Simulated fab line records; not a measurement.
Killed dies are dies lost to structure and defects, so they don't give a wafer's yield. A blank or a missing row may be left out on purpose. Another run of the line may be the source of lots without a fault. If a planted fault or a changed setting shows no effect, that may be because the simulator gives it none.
One fault through the eyes of 2 desks | flow nandHarc | only its own numbers are on each desk; what lay behind them is given at the end

## METROLOGY DESK
Means of the sampled wafers that have a number, per lot and without regard to the tool the lot ran on: this is what the gauges read. A lot is out of limits, marked OUT, if its mean lies more than 4 standard deviations from the usual mean; the brackets give that distance.
Columns: A = cdNm at NHARC_A_CONTACT_CD_MEAS_80, usual 289.8 nm
lot  | first seen here | A
L161 | day 22 14:50    | 289.4
L162 | day 22 17:35    | 289.3
L160 | day 22 21:12    | 290.2
L163 | day 23 00:42    | 289.2
L164 | day 23 01:34    | 290.0
L166 | day 23 14:45    | 288.9
L170 | day 25 12:34    | 288.5
L171 | day 26 12:33    | 290.2
L172 | day 26 20:15    | 290.1
L174 | day 27 14:26    | 290.2
L183 | day 31 01:58    | 290.8
L182 | day 31 06:31    | 290.3
L181 | day 31 22:25    | 288.6
This desk's verdict: no lot among the 13 shows anything out of limits.

## TOOL OWNER'S DESK, rieDiel-04
The tool's own readings at NHARC_A_CONTACT_ETCH_30 (etches the open film in CF4/CHF3, target depth 72.6 nm, time 36.3 s): means of the sampled wafers that have a number, for each lot that ran on this tool. A lot is out of limits, marked OUT, if its mean lies more than 4 standard deviations from the usual mean; the brackets give that distance.
Columns: A = drypumpMotorCurrentA at NHARC_A_CONTACT_ETCH_30, usual 5.89 A; B = oesProductAu at NHARC_A_CONTACT_ETCH_30, usual 0.932 a.u.; C = rfVppV at NHARC_A_CONTACT_ETCH_30, usual 371.3 V; D = runLengthS at NHARC_A_CONTACT_ETCH_30, usual 57.5 s; E = showerheadPlenumPTorr at NHARC_A_CONTACT_ETCH_30, usual 1.60 Torr; F = throttleValvePct at NHARC_A_CONTACT_ETCH_30, usual 16.804 %
lot  | first seen here | A    | B     | C     | D               | E    | F
L162 | day 23 00:32    | 6.08 | 0.934 | 371.4 | 57.4            | 1.61 | 16.802
L170 | day 25 16:47    | 6.03 | 0.919 | 372.0 | 57.6            | 1.63 | 16.806
L171 | day 26 20:16    | 6.03 | 0.925 | 372.4 | 54.9 (-5.5) OUT | 1.63 | 16.818
L172 | day 27 00:54    | 6.18 | 0.929 | 371.9 | 53.5 (-8.4) OUT | 1.61 | 16.805
L174 | day 27 18:35    | 6.05 | 0.922 | 372.6 | 53.4 (-8.6) OUT | 1.61 | 16.805
L183 | day 31 07:01    | 6.26 | 0.955 | 370.9 | 57.8            | 1.59 | 16.807
This desk finds L171, L172, L174 out of limits, L171 being first, at day 26 20:16 (runLengthS at NHARC_A_CONTACT_ETCH_30). Within limits: L162, L170, L183.

## BROUGHT TOGETHER
The tool owner's desk could have raised an alarm at day 26 20:16, on L171, L172, L174.
The metrology desk saw nothing out of limits.
The metrology desk holds a record of L171, L172, L174, inside its limits.
All the named lots went through NHARC_A_CONTACT_ETCH_30 on rieDiel-04.

## WHAT WAS PUT IN BY THE SIMULATOR
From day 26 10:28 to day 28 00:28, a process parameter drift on rieDiel-04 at NHARC_A_CONTACT_ETCH_30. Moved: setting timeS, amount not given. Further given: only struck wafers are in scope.
Struck lots among those shown: L171, L172, L174.
Time in hours from fault onset to the first out-of-limits reading at each desk: the tool owner's desk, 10.
